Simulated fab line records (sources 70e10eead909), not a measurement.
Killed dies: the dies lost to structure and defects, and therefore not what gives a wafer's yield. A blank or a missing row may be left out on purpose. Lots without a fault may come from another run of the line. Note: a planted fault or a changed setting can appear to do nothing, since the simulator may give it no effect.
Matching of chambers :: flow nand_harc :: rie_diel-12 running NHARC_A_STAIRCASE_DESCUM_186: 4 sister chambers
The step chemistry O2, time 3 s. 14 wafers are shown with their chamber, then 7 later ones without.

## WAFERS, EACH WITH ITS CHAMBER
wafer: L079.2
chamber: 0
showerhead_plenum_p_Torr (Torr): 1.94
oes_product_au (a.u.): 0.986
rf_vpp_V (V): 59.7

wafer: L079.3
chamber: 2
showerhead_plenum_p_Torr (Torr): 2.06
oes_product_au (a.u.): 0.979
rf_vpp_V (V): 59.9

wafer: L079.5
chamber: 3
showerhead_plenum_p_Torr (Torr): 1.93
oes_product_au (a.u.): 1.007
rf_vpp_V (V): 57.7

wafer: L084.2
chamber: 3
showerhead_plenum_p_Torr (Torr): 1.92
oes_product_au (a.u.): 1.010
rf_vpp_V (V): 58.5

wafer: L084.3
chamber: 0
showerhead_plenum_p_Torr (Torr): 1.93
oes_product_au (a.u.): 1.008
rf_vpp_V (V): 57.5

wafer: L084.6
chamber: 1
showerhead_plenum_p_Torr (Torr): 1.81
oes_product_au (a.u.): 0.997
rf_vpp_V (V): 57.9

wafer: L085.1
chamber: 0
showerhead_plenum_p_Torr (Torr): 1.93
oes_product_au (a.u.): 1.013
rf_vpp_V (V): 57.8

wafer: L085.4
chamber: 3
showerhead_plenum_p_Torr (Torr): 1.92
oes_product_au (a.u.): 1.014
rf_vpp_V (V): 58.5

wafer: L085.6
chamber: 2
showerhead_plenum_p_Torr (Torr): 2.05
oes_product_au (a.u.): 0.992
rf_vpp_V (V): 58.8

wafer: L086.1
chamber: 1
showerhead_plenum_p_Torr (Torr): 1.81
oes_product_au (a.u.): 0.988
rf_vpp_V (V): 56.1

wafer: L086.2
chamber: 2
showerhead_plenum_p_Torr (Torr): 2.05
oes_product_au (a.u.): 0.984
rf_vpp_V (V): 58.3

wafer: L086.6
chamber: 3
showerhead_plenum_p_Torr (Torr): 1.92
oes_product_au (a.u.): 1.013
rf_vpp_V (V): 58.1

wafer: L087.1
chamber: 2
showerhead_plenum_p_Torr (Torr): 2.05
oes_product_au (a.u.): 0.989
rf_vpp_V (V): 60.3

wafer: L087.3
chamber: 3
showerhead_plenum_p_Torr (Torr): 1.92
oes_product_au (a.u.): 1.012
rf_vpp_V (V): 58.3

SIGNATURES (averages over the wafers above)
reading: showerhead_plenum_p_Torr
chamber 0: 1.9333
chamber 1: 1.8100
chamber 2: 2.0525
chamber 3: 1.9220
scatter within a chamber: 0.00471

reading: oes_product_au
chamber 0: 1.00233
chamber 1: 0.99250
chamber 2: 0.98600
chamber 3: 1.01120
scatter within a chamber: 0.00763

reading: rf_vpp_V
chamber 0: 58.333
chamber 1: 57.000
chamber 2: 59.325
chamber 3: 58.220
scatter within a chamber: 0.867
Rule: distance of a wafer from a chamber = root of the sum over the readings of ((wafer's reading minus chamber's mean) / reading's scatter) squared. If the next closest chamber is less than 2 further off than the closest, the wafer can't be placed; otherwise it belongs to the closest. The scatter: take each reading less its chamber's mean, square it, sum over the shown wafers, divide by the number of wafers less the number of chambers, and take the root.

## WAFERS WHOSE CHAMBER IS MISSING
wafer: L087.4
showerhead_plenum_p_Torr (Torr): 1.93
oes_product_au (a.u.): 1.001
rf_vpp_V (V): 58.1

wafer: L091.1
showerhead_plenum_p_Torr (Torr): 2.05
oes_product_au (a.u.): 0.984
rf_vpp_V (V): 57.6

wafer: L091.4
showerhead_plenum_p_Torr (Torr): 1.81
oes_product_au (a.u.): 0.993
rf_vpp_V (V): 57.7

wafer: L091.6
showerhead_plenum_p_Torr (Torr): 1.92
oes_product_au (a.u.): 1.010
rf_vpp_V (V): 59.0

wafer: L094.1
showerhead_plenum_p_Torr (Torr): 1.92
oes_product_au (a.u.): 1.002
rf_vpp_V (V): 58.9

wafer: L094.3
showerhead_plenum_p_Torr (Torr): 1.91
oes_product_au (a.u.): 1.001
rf_vpp_V (V): 58.7

wafer: L094.5
showerhead_plenum_p_Torr (Torr): 2.04
oes_product_au (a.u.): 0.988
rf_vpp_V (V): 60.7

## WHICH CHAMBER EACH ONE RAN IN
wafer: L087.4
from the rows above: can't be placed: 0 or 3
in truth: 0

wafer: L091.1
from the rows above: 2
in truth: 2

wafer: L091.4
from the rows above: 1
in truth: 1

wafer: L091.6
from the rows above: 3
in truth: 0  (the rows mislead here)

wafer: L094.1
from the rows above: can't be placed: 3 or 0
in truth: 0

wafer: L094.3
from the rows above: 3
in truth: 3

wafer: L094.5
from the rows above: 2
in truth: 2
Placed correctly: 4 of 7. Can't be placed from these rows: 2 (the true chamber is among the candidates in 2). Number placed wrongly: 1.
